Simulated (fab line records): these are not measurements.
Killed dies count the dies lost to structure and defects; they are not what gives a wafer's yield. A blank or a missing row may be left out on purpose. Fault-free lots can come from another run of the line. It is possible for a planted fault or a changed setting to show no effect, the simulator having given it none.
Lot-split experiment / flow n5Finfet / 21 wafers read from 7 lots, route of 1938 steps

SPLIT DETAILS
At N5_GATE_CUT_EXPOSE_10 (exposes mask GATE CUT, target cd 20 nm), the setting doseMj was moved away from the recipe's 43.25 on 4 of the 21 wafers read, by -7.0% to +7.3%. This setting was run at the recipe's value on the other wafers.

FROM THE SPLIT TO THE READING: what the file shows between them, 2 steps
- N5_GATE_CUT_PEB_11: peb time 60 s
- N5_GATE_CUT_DEVELOP_12: develop time 30 s

THE READING
At N5_GATE_CUT_CD_MEAS_13: cdNm in nanometres, against a target cd of 20 nm. On this fab line, fault-free wafers typically give 20.01 nm with a standard deviation of 0.23 nm.

wafer=L075.1; tool, chamber at the split=euvScanner-02, 0; doseMj as run=43.25; against the recipe=recipe; cdNm, nm=20.09; against lot-mates on the recipe=-
wafer=L075.4; tool, chamber at the split=euvScanner-02, 0; doseMj as run=45.37; against the recipe=+4.9%; cdNm, nm=21.09; against lot-mates on the recipe=+0.93
wafer=L075.5; tool, chamber at the split=euvScanner-02, 0; doseMj as run=43.25; against the recipe=recipe; cdNm, nm=20.24; against lot-mates on the recipe=-
wafer=L077.2; tool, chamber at the split=euvScanner-01, 0; doseMj as run=43.25; against the recipe=recipe; cdNm, nm=20.02; against lot-mates on the recipe=-
wafer=L077.3; tool, chamber at the split=euvScanner-01, 0; doseMj as run=43.25; against the recipe=recipe; cdNm, nm=19.83; against lot-mates on the recipe=-
wafer=L077.5; tool, chamber at the split=euvScanner-01, 0; doseMj as run=43.25; against the recipe=recipe; cdNm, nm=19.62; against lot-mates on the recipe=-
wafer=L078.2; tool, chamber at the split=euvScanner-01, 0; doseMj as run=43.25; against the recipe=recipe; cdNm, nm=19.99; against lot-mates on the recipe=-
wafer=L078.4; tool, chamber at the split=euvScanner-01, 0; doseMj as run=43.25; against the recipe=recipe; cdNm, nm=19.89; against lot-mates on the recipe=-
wafer=L078.5; tool, chamber at the split=euvScanner-01, 0; doseMj as run=43.25; against the recipe=recipe; cdNm, nm=20.15; against lot-mates on the recipe=-
wafer=L083.2; tool, chamber at the split=euvScanner-01, 0; doseMj as run=43.25; against the recipe=recipe; cdNm, nm=20.22; against lot-mates on the recipe=-
wafer=L083.4; tool, chamber at the split=euvScanner-01, 0; doseMj as run=43.25; against the recipe=recipe; cdNm, nm=19.90; against lot-mates on the recipe=-
wafer=L083.6; tool, chamber at the split=euvScanner-01, 0; doseMj as run=43.25; against the recipe=recipe; cdNm, nm=19.68; against lot-mates on the recipe=-
wafer=L088.1; tool, chamber at the split=euvScanner-02, 0; doseMj as run=43.25; against the recipe=recipe; cdNm, nm=20.33; against lot-mates on the recipe=-
wafer=L088.4; tool, chamber at the split=euvScanner-02, 0; doseMj as run=43.25; against the recipe=recipe; cdNm, nm=20.06; against lot-mates on the recipe=-
wafer=L088.5; tool, chamber at the split=euvScanner-02, 0; doseMj as run=43.25; against the recipe=recipe; cdNm, nm=19.86; against lot-mates on the recipe=-
wafer=L090.3; tool, chamber at the split=euvScanner-01, 0; doseMj as run=43.25; against the recipe=recipe; cdNm, nm=19.86; against lot-mates on the recipe=-
wafer=L090.5; tool, chamber at the split=euvScanner-01, 0; doseMj as run=46.4; against the recipe=+7.3%; cdNm, nm=21.53; against lot-mates on the recipe=+1.74
wafer=L090.6; tool, chamber at the split=euvScanner-01, 0; doseMj as run=43.25; against the recipe=recipe; cdNm, nm=19.72; against lot-mates on the recipe=-
wafer=L092.1; tool, chamber at the split=euvScanner-01, 0; doseMj as run=40.24; against the recipe=-7.0%; cdNm, nm=18.40; against lot-mates on the recipe=-2.05
wafer=L092.2; tool, chamber at the split=euvScanner-01, 0; doseMj as run=40.24; against the recipe=-7.0%; cdNm, nm=18.06; against lot-mates on the recipe=-2.39
wafer=L092.5; tool, chamber at the split=euvScanner-01, 0; doseMj as run=43.25; against the recipe=recipe; cdNm, nm=20.45; against lot-mates on the recipe=-

THE FIT
A straight line over all 21 wafers: cdNm changes by +0.236 nm for each +1% of doseMj; r = +0.95; the points scatter about the line by 0.23 nm.
The same after taking each lot's own level away (the mean of its wafers on the recipe; 21 wafers): +0.276 nm for each +1%; r = +0.97; scatter 0.21 nm.
On that fit, the largest move of doseMj shifts the reading by 2 nm.
The span of the lots' own levels, 19.790 to 20.450 nm, comes to 2.9 times the standard deviation stated above.
Thus the slope moves with the lot-to-lot level: the two fits are different.
Check: for one of the wafers moved furthest among these (+7.3%), held out of the fit, the line's prediction against its lot-mates is +2.07 nm. It came out at +1.74 nm against them.

FURTHER SPLITS ON THESE WAFERS
Other splits were also applied to these wafers ahead of the reading. Each is held against what the fit with the lots' levels taken away leaves over:
other split on the same wafers=N5_SD_EPI_P_COAT_34 spinRpm; wafers away from the commonest value=3; r with cdNm (lot level and that fit taken away)=-0.01
other split on the same wafers=N5_HKMG_FIN_COAT_29 spinRpm; wafers away from the commonest value=7; r with cdNm (lot level and that fit taken away)=+0.32
other split on the same wafers=N5_HKMG_FIN_COAT_06 spinRpm; wafers away from the commonest value=5; r with cdNm (lot level and that fit taken away)=+0.09

THE WHOLE CHAIN: every reading that the file lists as answering this split, in the file's order
step=N5_GATE_CUT_CD_MEAS_13; what it does=target cd 20 nm; reading=cdNm; change (the file's fit)=+0.26 nm for each +1% of the setting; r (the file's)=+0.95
step=N5_GATE_CUT_DESCUM_18; what it does=chemistry O2, time 7 s; reading=GATE_CUT.cdNm (the simulator's own value, which no gauge read); change (the file's fit)=+0.251 nm for each +1% of the setting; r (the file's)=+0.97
step=N5_GATE_CUT_ETCH_28; what it does=etches underlayer in N2/H2, target depth 13 nm, time 10.4 s; reading=GATE_CUT.cdNm (the simulator's own value, which no gauge read); change (the file's fit)=+0.236 nm for each +1% of the setting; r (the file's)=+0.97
step=N5_GATE_CUT_ETCH_36; what it does=etches SiARC in CF4, target depth 13 nm, time 21.7 s; reading=GATE_CUT.cdNm (the simulator's own value, which no gauge read); change (the file's fit)=+0.22 nm for each +1% of the setting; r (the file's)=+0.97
step=N5_GATE_CUT_ETCH_47; what it does=etches SiO2 in Cl2/BCl3, target depth 10 nm; reading=GATE_CUT.cdNm (the simulator's own value, which no gauge read); change (the file's fit)=+0.233 nm for each +1% of the setting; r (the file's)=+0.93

THE FILE'S OWN FIT
cdNm changes by +0.26 nm for each +1% of doseMj, r = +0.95.
